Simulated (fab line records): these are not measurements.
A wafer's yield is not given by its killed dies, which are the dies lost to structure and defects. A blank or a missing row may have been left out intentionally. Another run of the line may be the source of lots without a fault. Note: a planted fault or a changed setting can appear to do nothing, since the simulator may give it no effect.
Matching of chambers ; flow nandHarc ; 4 sister chambers for NHARC_P_STI_ETCH_42 on rieDiel-10
The step etches the open film in N2/H2, target depth 80 nm, overetch 24 nm, time 61 s. 22 wafers are shown with their chamber, then 11 later ones without.

WAFERS PAIRED WITH THEIR CHAMBERS
wafer;chamber;showerheadPlenumPTorr (Torr);drypumpMotorCurrentA (A);rfVppV (V)
L074.1;2;2.21;5.2;434.1
L074.5;0;2.02;5.2;431.1
L074.6;2;2.21;5.2;433.1
L080.3;0;2.02;5.1;430.6
L080.4;3;1.97;6.4;428.9
L080.5;1;2.01;5.9;428.9
L083.1;2;2.21;5.2;435.1
L083.2;1;2.01;5.9;430.0
L083.6;3;1.97;6.4;428.1
L085.3;3;1.97;6.3;426.2
L085.5;2;2.21;5.1;435.4
L085.6;3;1.97;6.4;428.2
L086.2;1;2.01;5.9;427.9
L086.4;0;2.01;5.1;429.2
L086.6;2;2.21;5.2;434.9
L088.1;3;1.97;6.4;428.9
L088.3;0;2.01;5.1;429.5
L088.6;3;1.97;6.4;428.1
L089.2;2;2.21;5.2;435.8
L089.3;1;2.01;5.9;430.1
L089.5;0;2.01;5.2;430.1
L090.2;0;2.01;5.1;430.0

SIGNATURES, as means of the wafers listed above
reading;chamber 0;chamber 1;chamber 2;chamber 3;scatter within a chamber
showerheadPlenumPTorr;2.0133;2.0100;2.2100;1.9700;0.00272
drypumpMotorCurrentA;5.133;5.900;5.183;6.383;0.0408
rfVppV;430.083;429.225;434.733;428.067;0.924
Rule: for each reading, subtract the chamber's mean from the wafer's reading, divide by that reading's scatter and square the result; add these up over the readings and take the root, which gives the wafer's distance from the chamber. If the next closest chamber is less than 2 further off than the closest, the wafer can't be placed; otherwise it belongs to the closest. The scatter: take each reading less its chamber's mean, square it, sum over the shown wafers, divide by the number of wafers less the number of chambers, and take the root.

WAFERS MISSING THEIR CHAMBER
wafer;showerheadPlenumPTorr (Torr);drypumpMotorCurrentA (A);rfVppV (V)
L090.3;2.01;5.9;428.7
L090.4;1.97;6.4;427.9
L095.3;2.01;5.1;429.0
L095.5;2.01;5.1;429.4
L095.6;2.01;5.9;428.7
L096.1;2.01;5.9;430.5
L096.2;2.01;5.2;429.4
L096.5;2.01;5.1;429.5
L097.3;2.01;5.9;428.8
L097.4;2.20;5.2;434.6
L097.5;2.20;5.2;434.4

EACH ONE'S CHAMBER
wafer;from the rows above;in truth
L090.3;1;1
L090.4;3;3
L095.3;0;0
L095.5;0;0
L095.6;1;1
L096.1;1;1
L096.2;0;0
L096.5;0;0
L097.3;1;1
L097.4;2;2
L097.5;2;2
Correct placement for 11 of the 11. Not placeable from these rows: 0. Number placed wrongly: 0.
